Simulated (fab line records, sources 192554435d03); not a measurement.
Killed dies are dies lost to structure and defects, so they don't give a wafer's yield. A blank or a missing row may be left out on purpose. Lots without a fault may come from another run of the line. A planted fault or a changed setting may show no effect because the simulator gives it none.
Problem report in the 8D (eight disciplines) form, filled by code | flow n5_finfet | the parts of the form that need people (team, actions taken, sign-off) are left out
Where a reading is given only as a bound, like >300, the bound stands for it, and a mean or a difference that rests on one is marked > or <: the true number lies beyond.

1. THE PROBLEM
raw_defect_count at N5_BEOL_M11_INSPECT_58 reads a mean of 652 on 9 wafers of 3 lots; wafers without a fault read 76 with a standard deviation of 29. That is +20 standard deviations from the usual mean.
The step: inspects for defects (darkfield).
First seen on wafer L531.2, day 13 07:29, on defect_inspect-01. The record holds 15 wafers of 5 lots with a number at this step. Rule for "out", or "out of limits": more than 4 standard deviations from the usual mean. The other wafers with a number count as sound.

2. WHAT IT IS AND WHAT IT IS NOT
question                    | is                     | is not
which readings at this step | raw_defect_count       | -
which lots                  | L528, L531, L534       | L527, L530
which wafers of those lots  | all that have a number | -
read on which gauges        | defect_inspect-01      | defect_inspect-02
when                        | from day 13 07:29      | up to then (3 sound wafers); but 3 sound wafers of L530 came after

3. SUSPECTS, AND WHAT RULES EACH OUT
Counting: a tool at a process step up to the reading stays a suspect if it ran every lot that is out and no sound lot after the first of them.
- the gauge at N5_BEOL_M11_INSPECT_58: ruled out. All the wafers that are out were read on defect_inspect-01, but those of them that N5_PASSIVATION_PROBE_49 has rows for are out there too, on other tools.
- pecvd-04 at N5_BEOL_M11_DEP_56 (deposits SiCN from 3MS/NH3, target thk 30 nm, time 10.5 s): kept. It ran every lot that is out, first L531 (day 13 07:23), and no sound lot after that; its last sound lot up to then is L527 (day 12 05:25).
Left after counting: pecvd-04 at N5_BEOL_M11_DEP_56.

4. THE CAUSE (what the simulator had put in)
Chamber particle source: pecvd-04, from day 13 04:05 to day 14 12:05, at N5_BEOL_M11_DEP_56. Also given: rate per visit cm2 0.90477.
Counting left only this tool.

5. THE CHAIN OF EFFECTS, in route order
Each row: a reading whose mean over the struck wafers that have a number lies more than 3 standard deviations from the usual. Only readings for which the record gives a usual standard deviation are gone through. hours: the time from each lot's start at the first step in this table that gives one to its start at this step, as a median over the lots. sigmas: the change in usual standard deviations.
hours | step                    | reading              | usual  | on struck wafers | change | sigmas
0     | N5_BEOL_M11_INSPECT_58  | raw_defect_count     | 76     | 652              | +576   | +20
1     | N5_BEOL_M12_INSPECT_12  | raw_defect_count     | 2.3    | >300             | >+298  | +99 or more
35    | N5_PASSIVATION_PROBE_49 | defect_limited_yield | 91.4 % | 84.3             | -7.1   | -4.7
35    | N5_PASSIVATION_PROBE_49 | killed_at_M4_up      | 13     | 96               | +83    | +14
35    | N5_PASSIVATION_PROBE_49 | killed_dies          | 101    | 185              | +84    | +4.7
35    | N5_PASSIVATION_PROBE_49 | killed_on_rim        | 13     | 27               | +14    | +3.5
35    | N5_PASSIVATION_PROBE_49 | sort_bin_5_function  | 5.0 %  | 9.7              | +4.7   | +4.7
35    | N5_PASSIVATION_PROBE_49 | sort_n_pass          | 1079   | 995              | -84    | -4.7
35    | N5_PASSIVATION_PROBE_49 | sort_yield_pct       | 91.4 % | 84.3             | -7.1   | -4.7
The process steps in it:
- N5_PASSIVATION_PROBE_49

6. WHAT WOULD HAVE CAUGHT IT SOONER
In this record the first reading out of limits at a measuring or inspecting step was taken at day 13 07:29, 3 hours after the fault began at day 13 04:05.
Of the tool readings at N5_BEOL_M11_DEP_56 for which the record gives a usual standard deviation, none was out on any struck wafer, so an alarm limit of 4 standard deviations on them would not have fired.
Of the lots that are out (3), L528, L534 began N5_BEOL_M11_DEP_56 on pecvd-04 after day 13 07:29. A hold on the tool at that time would have spared those 2.
